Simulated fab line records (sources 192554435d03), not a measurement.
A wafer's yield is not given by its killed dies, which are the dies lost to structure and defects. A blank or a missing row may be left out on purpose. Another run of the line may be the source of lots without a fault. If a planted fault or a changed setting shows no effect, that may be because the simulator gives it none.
Matching of chambers + flow n5 finfet + rie diel-03 running N5_SDB_DESCUM_16: 4 sister chambers
The step chemistry O2, time 7.9 s. 16 wafers are shown with their chamber, then 8 later ones without.

WAFERS WITH THEIR CHAMBER
| wafer  | chamber | showerhead plenum p Torr (Torr) | drypump motor current A (A) | throttle valve pct (%) |
|--------|---------|---------------------------------|-----------------------------|------------------------|
| L076.1 | 2       | 2.14                            | 5.3                         | 20.75                  |
| L076.4 | 1       | 2.05                            | 6.0                         | 20.33                  |
| L076.6 | 1       | 2.05                            | 6.0                         | 20.32                  |
| L077.2 | 1       | 2.05                            | 6.0                         | 20.34                  |
| L077.5 | 3       | 2.06                            | 5.8                         | 20.34                  |
| L077.6 | 0       | 2.15                            | 5.9                         | 20.86                  |
| L080.1 | 0       | 2.15                            | 5.9                         | 20.85                  |
| L080.3 | 1       | 2.05                            | 6.0                         | 20.35                  |
| L080.4 | 1       | 2.05                            | 6.0                         | 20.34                  |
| L081.1 | 3       | 2.06                            | 5.7                         | 20.34                  |
| L081.3 | 0       | 2.15                            | 5.9                         | 20.87                  |
| L081.5 | 3       | 2.06                            | 5.8                         | 20.36                  |
| L083.1 | 1       | 2.05                            | 6.0                         | 20.37                  |
| L083.5 | 2       | 2.14                            | 5.3                         | 20.33                  |
| L083.6 | 3       | 2.06                            | 5.8                         | 20.35                  |
| L089.1 | 1       | 2.04                            | 6.0                         | 20.37                  |

SIGNATURES (averages over the wafers above)
| reading                  | chamber 0 | chamber 1 | chamber 2 | chamber 3 | scatter within a chamber |
|--------------------------|-----------|-----------|-----------|-----------|--------------------------|
| showerhead plenum p Torr | 2.1500    | 2.0486    | 2.1400    | 2.0600    | 0.00267                  |
| drypump motor current A  | 5.900     | 6.000     | 5.300     | 5.775     | 0.025                    |
| throttle valve pct       | 20.8600   | 20.3457   | 20.5400   | 20.3475   | 0.087                    |
Rule: for each reading, subtract the chamber's mean from the wafer's reading, divide by that reading's scatter and square the result; add these up over the readings and take the root, which gives the wafer's distance from the chamber. If the next closest chamber is less than 2 further off than the closest, the wafer can't be placed; otherwise it belongs to the closest. How the scatter is found: for the shown wafers, subtract from each reading the mean of its chamber, square and add these, divide the total by (wafers less chambers), then take the root.

WAFERS WITH NO CHAMBER GIVEN
| wafer  | showerhead plenum p Torr (Torr) | drypump motor current A (A) | throttle valve pct (%) |
|--------|---------------------------------|-----------------------------|------------------------|
| L089.2 | 2.14                            | 5.9                         | 20.45                  |
| L089.4 | 2.13                            | 5.3                         | 20.37                  |
| L091.1 | 2.14                            | 5.9                         | 20.47                  |
| L091.3 | 2.05                            | 5.8                         | 20.01                  |
| L091.4 | 2.13                            | 5.3                         | 20.38                  |
| L095.1 | 2.05                            | 5.8                         | 20.03                  |
| L095.3 | 2.04                            | 6.1                         | 20.40                  |
| L095.4 | 2.14                            | 5.9                         | 20.49                  |

WHICH CHAMBER EACH ONE RAN IN
| wafer  | from the rows above | in truth |
|--------|---------------------|----------|
| L089.2 | 0                   | 0        |
| L089.4 | 2                   | 2        |
| L091.1 | 0                   | 0        |
| L091.3 | 3                   | 3        |
| L091.4 | 2                   | 2        |
| L095.1 | 3                   | 3        |
| L095.3 | 1                   | 1        |
| L095.4 | 0                   | 0        |
Placed correctly: 8 of 8. Can't be placed from these rows: 0. Number placed wrongly: 0.
